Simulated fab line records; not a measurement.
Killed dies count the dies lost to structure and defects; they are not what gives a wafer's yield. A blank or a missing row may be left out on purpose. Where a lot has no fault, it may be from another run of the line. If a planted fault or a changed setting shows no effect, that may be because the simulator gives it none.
Struck lot and sound lot, side by side ; flow nand harc ; 15 out of 1302 route steps
Sound: these wafers, L366.1, L366.2, L366.3. Struck: wafers L379.1, L379.4. (L379.2 of the same lot was not struck and is left out.) The cause comes at the end.
Per side, at each step with rows, come the tool, then ch with its chambers, and then its first start. Under that, the readings that differ: sound wafers ; struck wafers ; difference of the means ; sigmas: that difference in standard deviations of wafers without a fault.
alike: words and numbers the same on both sides, and readings whose means are apart by under 2 such deviations; not compared: readings that were withheld, readings missing a value for some wafer, numbers with overlapping values and no deviation given by the record, and bounds like >300 which may hide the same value.
A row with sigmas, a row that says differs or no value, or rows on one side alone: a step with any of these is where the two part. Non-overlapping numbers with no deviation appear without sigmas and do not part them. Lack of a reading on every wafer of one side parts them only where that side has two or more wafers.

first, 1 step without rows for these wafers: NHARC_A_ONON_D1_DEP_12 (target thk 1000 nm).
NHARC_A_ONON_D1_THK_MEAS_14: measures by ellipsometry.
  struck on film metro-02, day 13 02:31; sound on film metro-01, day 7 19:06
  alike: thk nm
then, 2 steps without rows for these wafers: NHARC_A_ONON_D1_ANNEAL_15 (time 3600 s); NHARC_A_ONON_D1_DEP_16 (target thk 1000 nm).
NHARC_A_ONON_D1_THK_MEAS_18: measures by ellipsometry.
  struck on film metro-01, day 13 10:19; sound on film metro-01, day 8 03:13
  alike: thk nm
after that, 1 step with no rows for these wafers: NHARC_A_ONON_D1_DEP_19 (target thk 1000 nm).
NHARC_A_ONON_D1_THK_MEAS_21: measures by ellipsometry.
  struck on film metro-01, day 13 10:53; sound on film metro-02, day 8 03:47
  alike: thk nm
after that, 1 step with no rows for these wafers: NHARC_A_ONON_D1_DEP_22 (target thk 1000 nm).
NHARC_A_ONON_D1_THK_MEAS_24: measures by ellipsometry.
  struck on film metro-01, day 13 11:27; sound on film metro-02, day 8 04:21
reading;sound;struck;difference;sigmas
thk nm (nm);1014 1014 1015;991 994;-22;-2
after that, 1 step with no rows for these wafers: NHARC_A_ONON_D1_DEP_25 (target thk 1000 nm).
NHARC_A_ONON_D1_THK_MEAS_27: measures by ellipsometry.
  struck on film metro-01, day 13 12:01; sound on film metro-01, day 8 04:55
  alike: thk nm
NHARC_A_ONON_D1_DEP_28: target thk 1000 nm.
  sound on pecvd onon-04 ch 0, day 8 04:58; struck on pecvd onon-03 ch 0, day 13 12:04
NHARC_A_ONON_D1_THK_MEAS_30: measures by ellipsometry.
  struck on film metro-01, day 13 12:35; sound on film metro-02, day 8 05:29
reading;sound;struck;difference;sigmas
thk nm (nm);1008 1008 1009;1498 1497;+489;+59
NHARC_A_ONON_D1_DEP_33: deposits SiO2, target thk 200 nm.
  sound on pecvd-01 ch 0,1,2, day 8 05:32; struck on pecvd-01 ch 0,2, day 13 12:41
reading;sound;struck;difference;sigmas
heater power w (W);597 608 549;414 443;-156;-2
  alike: chamber pressure Torr, throttle valve pct
-- break in the record here, with 16 days between the starts of the struck wafers on either side (left off in module A_ONON_D1, picked up again in module END, where the first step shown is number 1302 on the route) --
NHARC_END_SORT_01:
  here the record holds rows for the struck wafers (prober-01 ch 0, day 29 15:30) but none for the sound ones

## WHERE THEY PART
Earliest at NHARC_A_ONON_D1_THK_MEAS_24; latest, in this record, at NHARC_END_SORT_01.

WHY: what the simulator had put in
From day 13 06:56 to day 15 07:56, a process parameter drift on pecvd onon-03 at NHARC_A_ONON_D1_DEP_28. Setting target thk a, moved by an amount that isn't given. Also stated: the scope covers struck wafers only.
